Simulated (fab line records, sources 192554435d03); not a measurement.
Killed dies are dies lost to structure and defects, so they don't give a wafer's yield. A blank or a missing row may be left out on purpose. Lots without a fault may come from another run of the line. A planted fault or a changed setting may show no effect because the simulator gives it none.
fab line records | flow n5_finfet
record lots=6 wafers=18 last_day=18
route steps=1938 shown BEOL_M5@1130
lots that met no fault: from a run of the same line without faults
start_h: hours from the record's first day to the start of the lot's first wafer shown | wait_h: hours since the lot's step before | " the same as in the row above | L1.1+2: a row that stands for several wafers | - no value, or no start given | * or withheld: withheld | < > ~ a bound
route shown NAME@n: a module of which the file shows steps, and the number in the route of the first | usual: mean/standard deviation of fault-free wafers | same: alike in all rows | chamber/n: place in a boat | sites: the reading at each site | _std_site: their standard deviation | _edge_site: outer sites' mean less inner sites' | radius_mm: how far each site lies from the wafer's centre | mask NAME#n: copy n | behind: the tool/chamber that last shaped the wafer | hold: why the lot was held/for how many hours/how that ended | device: the transistor (n, p or np) that didn't switch | end of line: the same wafers' tests at the end of the route | a step without rows: its recipe alone | killed: dies lost to structure and defects at the first sort, not the wafer's yield | map: a wafer's dies, x killed, . not, _ none there
set.NAME: the setting as run; set.NAME@STEP: as run at that earlier step | model.NAME: the simulator's own value behind a step, which no gauge read
lots at some steps of the route; a table a step, a row a wafer
services: from which hour (start_h, from the record's first day; less than 0 if before it) a tool's chamber was out of use, for how many hours, and why
## steps
# step N5_BEOL_M5_ETCH_72
# recipe chemistry=N2/H2 target=underlayer target_depth_a=65 mask_material=CAR-EUV time_s=5.2 ion_energy_ev=200 pressure_mtorr=30 source_w=840 bias_w=150 n2_flow_sccm=200 h2_flow_sccm=200 ends=cleared
# step N5_BEOL_M5_ETCH_61
# recipe chemistry=CF4 target=SiARC target_depth_a=156 mask_material=CAR-EUV time_s=26 ion_energy_ev=80 pressure_mtorr=40 source_w=545 bias_w=36 Ar_flow_sccm=100 cf4_flow_sccm=100 ends=cleared
# usual drypump_motor_current_A=5.7/0.35 etch_rf_on_time_s=25.9/0.34 oes_product_au=0.67/0.068 rf_vpp_V=183.9/1.3 showerhead_plenum_p_Torr=2.14/0.079 throttle_valve_pct=15.64/0.24
# columns lot.wafer tool chamber start_h wait_h drypump_motor_current_A etch_rf_on_time_s oes_product_au rf_hours_counter_h rf_vpp_V showerhead_plenum_p_Torr throttle_valve_pct
L922.1 rie_diel-05 0 210.74 0.0 6.1 25.6 0.62 171 183.6 2.14 15.68
L922.2 " 3 " " 5.6 25.6 0.79 23 183.4 2.11 15.39
L922.5 " 2 " " 6.0 26.0 0.61 - 183.9 2.20 15.51
L923.1 rie_diel-06 2 211.56 0.0 5.9 26.5 0.62 174 182.0 2.05 15.96
L923.5 " 0 " " 5.8 26.0 0.69 - 184.0 2.24 15.66
L923.6 " 3 " " 5.3 25.7 0.82 - 186.8 2.28 15.22
L932.3 rie_diel-02 3 274.25 0.0 5.5 26.5 0.62 190 183.1 2.13 15.81
L932.4 " 1 " " 6.3 25.9 0.65 128 186.0 2.24 15.98
L932.5 " 3 " " 5.5 26.5 0.62 - 183.1 2.13 15.79
L935.2 rie_diel-06 1 290.47 0.0 5.9 25.8 0.63 168 181.2 1.98 16.09
L935.3 " 3 " " 5.3 25.8 0.77 33 186.8 2.27 15.24
L935.5 " 1 " " 5.9 25.7 0.63 - 182.1 1.98 16.09
L937.1 rie_diel-02 0 312.51 0.0 5.4 25.4 0.79 18 184.3 2.18 15.24
L937.2 " 1 " " 6.3 25.7 0.64 139 185.6 2.23 15.99
L937.5 " 3 " " 5.5 26.6 0.61 - 183.8 2.12 15.84
L939.1 rie_diel-06 0 312.86 0.0 5.7 26.3 0.66 145 185.7 2.23 15.73
L939.4 " 2 " " 5.9 26.3 0.59 204 183.3 2.04 16.03
L939.5 " 2 " " 5.9 26.0 0.60 - 183.4 2.04 16.04
# step N5_BEOL_M5_ETCH_62
# recipe chemistry=N2/H2 target=SOC target_depth_a=750 overetch_a=150 mask_material=SiARC temp_c=40 time_s=112.5 ion_energy_ev=200 pressure_mtorr=30 source_w=840 bias_w=150 n2_flow_sccm=200 h2_flow_sccm=200
# step N5_BEOL_M5_STRIP_63
# recipe chemistry=N2/H2 temp_c=40 n2_flow_sccm=200 h2_flow_sccm=200 rf_frequency_hz=6e+07
# step N5_BEOL_M5_STRIP_73
# recipe chemistry=N2/H2 temp_c=40 n2_flow_sccm=200 h2_flow_sccm=200 rf_frequency_hz=6e+07
# step N5_BEOL_M5_STRIP_64
# recipe chemistry=CF4 resist=SiARC power_w=300 bias_power_w=75 pressure_mtorr=50 cf4_flow_sccm=150 rf_frequency_hz=6e+07
# usual drypump_motor_current_A=5.7/0.35 oes_product_au=0.77/0.076 rf_vpp_V=271.1/1.7 showerhead_plenum_p_Torr=1.79/0.066 throttle_valve_pct=13.62/0.25
# columns lot.wafer tool chamber start_h wait_h drypump_motor_current_A oes_product_au rf_hours_counter_h rf_vpp_V showerhead_plenum_p_Torr throttle_valve_pct
L922.1 rie_diel-05 0 210.90 0.0 6.2 0.72 172 270.5 1.79 13.65
L922.2 " 3 " " 5.5 0.90 23 271.0 1.76 13.30
L922.5 " 2 " " 6.0 0.70 - 271.9 1.85 13.52
L923.1 rie_diel-06 2 211.71 0.0 5.9 0.72 174 268.6 1.72 13.94
L923.5 " 0 " " 5.7 0.80 - 272.1 1.88 13.63
L923.6 " 3 " " 5.3 0.94 - 271.9 1.92 13.17
L932.3 rie_diel-02 3 274.41 0.0 5.5 0.73 191 270.7 1.79 13.83
L932.4 " 1 " " 6.3 0.75 128 274.2 1.88 13.94
L932.5 " 3 " " 5.5 0.73 - 271.5 1.79 13.82
L935.2 rie_diel-06 1 290.63 0.0 5.9 0.72 168 267.7 1.67 14.07
L935.3 " 3 " " 5.3 0.89 33 273.7 1.91 13.21
L935.5 " 1 " " 5.9 0.72 - 266.7 1.67 14.05
L937.1 rie_diel-02 0 312.67 0.0 5.4 0.90 19 270.9 1.83 13.19
L937.2 " 1 " " 6.3 0.74 139 273.6 1.87 13.96
L937.5 " 3 " " 5.5 0.72 - 268.6 1.79 13.85
L939.1 rie_diel-06 0 313.02 0.0 5.7 0.77 145 272.3 1.87 13.70
L939.4 " 2 " " 5.9 0.70 204 270.8 1.71 14.00
L939.5 " 2 " " 5.9 0.69 - 268.6 1.71 14.00
# step N5_BEOL_M5_HM_OPEN_17
# recipe chemistry=Cl2/BCl3 target_depth_a=200 overetch_a=60 target=TiN mask_material=SOC ion_energy_ev=150 pressure_mtorr=10 icp_w=1000 bias_w=126 Cl2_flow_sccm=53.25 bcl3_flow_sccm=21.75 Ar_flow_sccm=25
# step N5_BEOL_M5_STRIP_19
# recipe chemistry=O2 power_w=400 temp_c=40 pressure_mtorr=30 rf_frequency_hz=6e+07 bias_power_w=0 overash_fraction=0.2 o2_flow_sccm=225
# usual drypump_motor_current_A=5.7/0.34 oes_product_au=0.79/0.09 rf_vpp_V=3.6/0.51 showerhead_plenum_p_Torr=2.09/0.088 temp_c=40.00/0.11 throttle_valve_pct=16.70/0.3
# columns lot.wafer tool chamber start_h wait_h drypump_motor_current_A oes_product_au rf_hours_counter_h rf_vpp_V showerhead_plenum_p_Torr temp_c throttle_valve_pct
L922.1 rie_diel-06 2 211.05 0.1 5.9 0.71 174 3.0 2.01 39.96 17.05
L922.2 " 0 " " 5.8 0.79 114 4.8 2.19 40.09 16.70
L922.5 " 3 " " 5.3 0.96 - 3.5 2.23 40.05 16.23
L923.1 rie_diel-02 3 211.86 0.1 5.5 0.75 169 4.2 2.09 39.90 16.80
L923.5 " 2 " " 5.5 0.76 - 3.4 2.02 39.89 16.59
L923.6 " 1 " " 6.3 0.79 - 3.6 2.21 39.98 17.02
L932.3 rie_diel-05 0 274.56 0.1 6.2 0.72 190 2.8 2.08 40.10 16.70
L932.4 " 3 " " 5.6 0.87 44 4.9 2.04 40.08 16.48
L932.5 " 2 " " 6.1 0.69 - 3.3 2.15 39.83 16.58
L935.2 rie_diel-06 0 290.88 0.2 5.7 0.78 138 3.9 2.18 39.93 16.74
L935.3 " 3 " " 5.3 0.91 34 3.9 2.22 40.04 16.27
L935.5 " 3 " " 5.3 0.91 - 4.6 2.22 40.01 16.26
L937.1 rie_diel-05 0 313.00 0.3 6.1 0.71 197 4.5 2.07 40.16 16.70
L937.2 " 3 " " 5.6 0.86 56 3.3 2.04 39.93 16.49
L937.5 " 0 " " 6.2 0.70 - 4.8 2.07 40.03 16.70
L939.1 rie_diel-02 0 313.27 0.1 5.4 0.91 19 3.2 2.14 40.00 16.30
L939.4 " 1 " " 6.3 0.76 139 3.8 2.19 40.06 17.07
L939.5 " 3 " " 5.5 0.73 - 3.5 2.08 40.07 16.86
# step N5_BEOL_M5_CD_MEAS_18
# recipe pitch_nm=56 target_cd_nm=28
# usual cd_nm=28.12/0.26
# columns lot.wafer tool chamber start_h wait_h cd_nm
L922.1 cd_sem-02 - 211.12 0.0 28.26
L922.2 " - " " 28.50
L922.5 " - " " 28.37
L923.1 cd_sem-01 - 211.93 0.0 28.46
L923.5 " - " " 28.43
L923.6 " - " " 28.46
L932.3 cd_sem-03 - 274.63 0.1 27.77
L932.4 " - " " 28.33
L932.5 " - " " 28.11
L935.2 cd_sem-01 - 290.95 0.1 27.70
L935.3 " - " " 28.61
L935.5 " - " " 27.93
L937.1 cd_sem-02 - 313.07 0.0 27.89
L937.2 " - " " 28.03
L937.5 " - " " 27.95
L939.1 cd_sem-02 - 313.34 0.0 27.98
L939.4 " - " " 28.00
L939.5 " - " " 28.10
# step N5_BEOL_M5_COAT_65
# recipe resist=SOC temp_c=250 time_s=60 spin_rpm=1500 resist_thk_nm=60
# step N5_BEOL_M5_COAT_66
# recipe resist=SiARC temp_c=220 time_s=60 spin_rpm=1500 resist_thk_nm=12
# step N5_BEOL_M5_COAT_74
# recipe resist=underlayer temp_c=205 time_s=60 spin_rpm=1500 resist_thk_nm=5
# step N5_BEOL_M5_COAT_22
# recipe resist=CAR-EUV spin_rpm=1500 resist_thk_nm=30
# usual chill_plate_temp_C=22.99/0.13 spin_speed_rpm=1500.0/0.98
# columns lot.wafer tool chamber start_h wait_h chill_plate_temp_C spin_speed_rpm model.CAR-EUV_of_BEOL_M5_COAT_22.thk_nm
L922.1 litho_track-01 0 213.97 - 22.91 1500.7 30
L922.2 " 0 " " 23.02 1499.9 30
L922.5 " 0 " " 22.92 1499.0 30
L923.1 litho_track-03 0 213.97 - 22.94 1500.4 30.2
L923.5 " 0 " " 22.95 1499.3 30.2
L923.6 " 0 " " 23.09 1499.7 30.2
L932.3 litho_track-03 0 276.59 - 23.10 1461.1 30.2
L932.4 " 0 " " 23.03 1462.6 30.2
L932.5 " 0 " " 22.98 1462.3 30.2
L935.2 litho_track-03 0 292.17 - 22.89 1459.8 30.4
L935.3 " 0 " " 22.75 1458.0 30.4
L935.5 " 0 " " 22.86 1461.2 30.4
L939.1 litho_track-01 0 315.07 - 22.85 1501.0 30
L939.4 " 0 " " 22.92 1500.0 30
L939.5 " 0 " " 22.89 1500.8 30
L937.1 litho_track-04 0 315.07 - 22.78 1500.1 30
L937.2 " 0 " " 22.89 1498.0 30
L937.5 " 0 " " 22.71 1499.5 30
# step N5_BEOL_M5_EBR_24
# recipe solvent=PGMEA ebr_width_mm=1.5
# step N5_BEOL_M5_SOFTBAKE_23
# recipe temp_c=110 time_s=60 resist=CAR-EUV
# step N5_BEOL_M5_EXPOSE_25
# recipe mask_id=V4 na=0.33 source_shape=quasar sigma_inner=0.2 sigma_outer=0.6 polarization=unpolarized defocus_nm=10 dose_mj=52.75
# step N5_BEOL_M5_PEB_26
# recipe peb_temp_c=100 peb_time_s=60 resist=CAR-EUV
# step N5_BEOL_M5_DEVELOP_27
# recipe develop_time_s=30 developer=TMAH resist=CAR-EUV rinse_liquid=surfactant_rinse dry=air_spin dev_temp_c=23
# step N5_BEOL_M5_CD_MEAS_28
# recipe target_cd_nm=30.6 landing_energy_ev=500 detector=se_inlens target_cd_y_nm=20 polarity=opening
# usual cd_nm=30.63/0.22
# columns lot.wafer tool chamber start_h wait_h cd_nm
L922.1 cd_sem-02 0 214.26 - 30.78
L922.2 " 0 " " 30.58
L922.5 " 0 " " 30.47
L923.1 cd_sem-01 0 214.43 - 30.07
L923.5 " 0 " " 30.38
L923.6 " 0 " " 30.56
L932.3 cd_sem-03 0 277.03 - 30.38
L932.4 " 0 " " 30.36
L932.5 " 0 " " 30.42
L935.2 cd_sem-01 0 292.52 - 30.77
L935.3 " 0 " " 30.53
L935.5 " 0 " " 30.28
L939.1 cd_sem-01 0 315.38 - 30.47
L939.4 " 0 " " 30.56
L939.5 " 0 " " 30.70
L937.1 cd_sem-03 0 315.43 - 30.47
L937.2 " 0 " " 30.58
L937.5 " 0 " " 31.09
# step N5_BEOL_M5_OVL_MEAS_29
# recipe points_per_wafer=522
# usual V4_OVL=0.1/0.79
# columns lot.wafer tool chamber start_h wait_h V4_OVL[nm]
L922.1 overlay-01 0 214.29 0.0 -1.9
L922.2 " 0 " " -0.6
L922.5 " 0 " " -1.0
L923.1 overlay-02 0 214.46 0.0 0.2
L923.5 " 0 " " 0.3
L923.6 " 0 " " -0.1
L932.3 overlay-02 0 277.07 0.0 1.7
L932.4 " 0 " " -0.1
L932.5 " 0 " " 1.0
L935.2 overlay-01 0 292.55 0.0 0.7
L935.3 " 0 " " 2.1
L935.5 " 0 " " 0.6
L939.1 overlay-01 0 315.41 0.0 -0.5
L939.4 " 0 " " 0.6
L939.5 " 0 " " 0.1
L937.1 overlay-02 0 315.46 0.0 0.5
L937.2 " 0 " " -0.4
L937.5 " 0 " " 0.4
# step N5_BEOL_M5_INSPECT_30
# recipe mode=adi inspect_instrument=brightfield
# usual raw_defect_count=378/96
# columns lot.wafer tool chamber start_h wait_h raw_defect_count
L922.1 defect_inspect-01 - 214.34 0.1 470
L922.2 " - " " 349
L922.5 " - " " 404
L923.1 defect_inspect-01 - 214.52 0.1 282
L923.5 " - " " 364
L923.6 " - " " 219
L932.3 defect_inspect-01 - 277.11 0.0 436
L932.4 " - " " 500
L932.5 " - " " 560
L935.2 defect_inspect-01 - 292.60 0.0 343
L935.3 " - " " 295
L935.5 " - " " 320
L939.1 defect_inspect-02 - 315.47 0.1 472
L939.4 " - " " 427
L939.5 " - " " 454
L937.1 defect_inspect-01 - 315.52 0.1 359
L937.2 " - " " 322
L937.5 " - " " 275
# step N5_BEOL_M5_DESCUM_33
# recipe chemistry=O2 time_s=7 source_power_w=50 bias_power_w=20 pressure_mtorr=20 rf_frequency_hz=2.712e+07 temp_c=40 resist=CAR-EUV o2_flow_sccm=225
# step N5_BEOL_M5_ETCH_75
# recipe chemistry=N2/H2 target=underlayer target_depth_a=65 mask_material=CAR-EUV time_s=5.2 ion_energy_ev=200 pressure_mtorr=30 source_w=840 bias_w=150 n2_flow_sccm=200 h2_flow_sccm=200 ends=cleared
# usual drypump_motor_current_A=5.7/0.34 etch_rf_on_time_s=5.16/0.075 oes_product_au=0.67/0.07 rf_vpp_V=524/3.3 showerhead_plenum_p_Torr=2.54/0.11 throttle_valve_pct=17.91/0.29
# columns lot.wafer tool chamber start_h wait_h drypump_motor_current_A etch_rf_on_time_s oes_product_au rf_hours_counter_h rf_vpp_V showerhead_plenum_p_Torr throttle_valve_pct
L922.1 rie_diel-02 1 214.41 0.0 6.4 5.16 0.67 110 529 2.68 18.23
L922.2 " 3 " " 5.5 5.35 0.62 169 524 2.53 17.99
L922.5 " 1 " " 6.3 5.20 0.66 - 528 2.68 18.21
L923.1 rie_diel-02 3 214.80 0.0 5.5 5.35 0.63 169 524 2.53 17.97
L923.5 " 0 " " 5.4 5.19 0.59 - 525 2.60 17.88
L923.6 " 3 " " 5.5 5.31 0.64 - 523 2.53 17.97
L932.3 rie_diel-06 2 277.18 0.0 5.9 5.22 0.60 193 520 2.42 18.29
L932.4 " 3 " " 5.3 5.08 0.77 29 528 2.69 17.41
L932.5 " 1 " " 5.9 5.13 0.63 - 517 2.34 18.26
L935.2 rie_diel-06 0 292.67 0.0 5.8 5.20 0.66 138 527 2.66 18.03
L935.3 " 2 " " 5.8 5.24 0.60 198 519 2.42 18.29
L935.5 " 2 " " 5.9 5.26 0.59 - 523 2.42 18.28
L939.1 rie_diel-05 0 315.81 0.0 6.1 5.08 0.60 198 524 2.52 17.94
L939.4 " 2 " " 6.1 5.15 0.59 245 525 2.61 17.64
L939.5 " 2 " " 6.1 5.15 0.59 - 524 2.61 17.66
L937.1 rie_diel-06 3 315.89 0.0 5.3 5.10 0.76 41 531 2.69 17.42
L937.2 " 1 " " 5.9 5.10 0.62 175 518 2.33 18.29
L937.5 " 1 " " 5.9 5.10 0.63 - 518 2.33 18.27
# step N5_BEOL_M5_ETCH_67
# recipe chemistry=CF4 target=SiARC target_depth_a=156 mask_material=CAR-EUV time_s=26 ion_energy_ev=80 pressure_mtorr=40 source_w=545 bias_w=36 Ar_flow_sccm=100 cf4_flow_sccm=100 ends=cleared
# usual drypump_motor_current_A=5.7/0.34 etch_rf_on_time_s=25.8/0.32 oes_product_au=0.67/0.07 rf_vpp_V=184.0/1.3 showerhead_plenum_p_Torr=2.14/0.091 throttle_valve_pct=15.68/0.27
# columns lot.wafer tool chamber start_h wait_h drypump_motor_current_A etch_rf_on_time_s oes_product_au rf_hours_counter_h rf_vpp_V showerhead_plenum_p_Torr throttle_valve_pct model.CAR-EUV_of_BEOL_M5_COAT_22.thk_nm
L922.1 rie_diel-02 1 214.43 0.0 6.3 25.6 0.67 110 185.4 2.24 15.94 11
L922.2 " 3 " " 5.5 26.5 0.62 169 183.7 2.13 15.77 11.2
L922.5 " 1 " " 6.3 25.9 0.67 - 186.4 2.24 15.95 11.2
L923.1 rie_diel-02 3 214.82 0.0 5.5 26.2 0.63 169 185.3 2.13 15.77 11.4
L923.5 " 0 " " 5.4 26.1 0.59 - 184.4 2.19 15.72 11.2
L923.6 " 3 " " 5.5 26.2 0.63 - 183.9 2.13 15.76 11.4
L932.3 rie_diel-06 2 277.20 0.0 5.9 25.8 0.61 193 184.2 2.05 16.00 11.4
L932.4 " 3 " " 5.3 25.4 0.78 29 185.9 2.28 15.25 11.4
L932.5 " 1 " " 5.9 25.3 0.63 - 181.3 1.98 16.07 11.4
L935.2 rie_diel-06 0 292.69 0.0 5.7 25.9 0.67 138 183.8 2.23 15.70 11.4
L935.3 " 2 " " 5.9 26.0 0.61 198 182.6 2.04 16.00 11.6
L935.5 " 2 " " 5.8 26.3 0.60 - 184.2 2.04 16.02 11.6
L939.1 rie_diel-05 0 315.82 0.0 6.1 25.5 0.60 198 183.8 2.13 15.72 11.2
L939.4 " 2 " " 6.0 25.8 0.59 245 184.3 2.19 15.56 11.2
L939.5 " 2 " " 6.0 25.9 0.59 - 184.5 2.19 15.56 11.2
L937.1 rie_diel-06 3 315.90 0.0 5.3 25.3 0.77 41 185.2 2.27 15.27 11.2
L937.2 " 1 " " 6.0 25.5 0.63 175 182.4 1.98 16.11 11.2
L937.5 " 1 " " 6.0 25.7 0.63 - 181.0 1.98 16.11 11.2
# step N5_BEOL_M5_ETCH_68
# recipe chemistry=N2/H2 target=SOC target_depth_a=800 overetch_a=160 mask_material=SiARC temp_c=40 time_s=120 ion_energy_ev=200 pressure_mtorr=30 source_w=840 bias_w=150 n2_flow_sccm=200 h2_flow_sccm=200
# usual drypump_motor_current_A=5.7/0.34 oes_product_au=0.60/0.061 rf_vpp_V=524/3.3 showerhead_plenum_p_Torr=2.54/0.11 temp_c=40.00/0.1 throttle_valve_pct=17.87/0.29
# same time_s=120
# columns lot.wafer tool chamber start_h wait_h drypump_motor_current_A oes_product_au rf_hours_counter_h rf_vpp_V showerhead_plenum_p_Torr temp_c throttle_valve_pct
L922.1 rie_diel-02 1 214.46 0.0 6.4 0.60 110 526 2.68 40.08 18.18
L922.2 " 3 " " 5.4 0.58 169 524 2.53 40.05 17.94
L922.5 " 1 " " 6.4 0.60 - 528 2.68 39.88 18.16
L923.1 rie_diel-02 3 214.85 0.0 5.5 0.57 169 525 2.53 39.90 17.94
L923.5 " 0 " " 5.4 0.53 - 526 2.60 40.03 17.87
L923.6 " 3 " " 5.5 0.57 - 523 2.53 39.93 17.93
L932.3 rie_diel-06 2 277.23 0.0 5.9 0.54 193 522 2.42 40.01 18.25
L932.4 " 3 " " 5.3 0.70 29 529 2.69 39.80 17.36
L932.5 " 1 " " 5.9 0.57 - 516 2.34 39.88 18.23
L935.2 rie_diel-06 0 292.72 0.0 5.8 0.60 138 528 2.66 40.20 17.99
L935.3 " 2 " " 5.9 0.54 198 520 2.42 39.97 18.24
L935.5 " 2 " " 5.9 0.54 - 520 2.42 40.00 18.25
L939.1 rie_diel-05 0 315.85 0.0 6.2 0.54 198 524 2.52 40.17 17.90
L939.4 " 2 " " 6.0 0.53 245 527 2.61 39.96 17.60
L939.5 " 2 " " 6.1 0.53 - 525 2.61 40.05 17.61
L937.1 rie_diel-06 3 315.93 0.0 5.3 0.68 41 527 2.69 40.10 17.38
L937.2 " 1 " " 6.0 0.56 175 518 2.33 40.01 18.25
L937.5 " 1 " " 5.9 0.55 - 519 2.33 40.09 18.24
## services
# columns tool chamber start_h hours kind
rie_diel-02 - 211.42 0.1 repair
rie_diel-02 0 219.73 - clean
rie_diel-02 0 219.73 - consumable_replace:focus_ring
rie_diel-02 0 219.73 32.4 scheduled_down
rie_diel-02 0 219.73 32.4 vent_cycle
rie_diel-02 1 234.79 10.1 repair
rie_diel-05 0 290.58 14.1 repair
## key
first_sign step=N5_BEOL_M5_COAT_22 reading=spin_speed_rpm direction=down sigmas=40 usual=* struck=*
effect none on later readings
model_effect step=N5_BEOL_M5_COAT_22 value=CAR-EUV_of_BEOL_M5_COAT_22.thk_nm without=29.9 struck=30.3
model_effect step=N5_BEOL_M5_ETCH_67 value=CAR-EUV_of_BEOL_M5_COAT_22.thk_nm without=11.07 struck=11.47
met_at N5_BEOL_M5_COAT_22
struck_wafers L932.3,L932.4,L932.5,L935.2,L935.3,L935.5
onset_between 213.97 276.59
fault kind=process_parameter_drift tool=litho_track-03 chamber=- onset_h=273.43 steps=N5_BEOL_M5_COAT_22 channel=spin_rpm offset=* shape=step acts_in=* stated=*
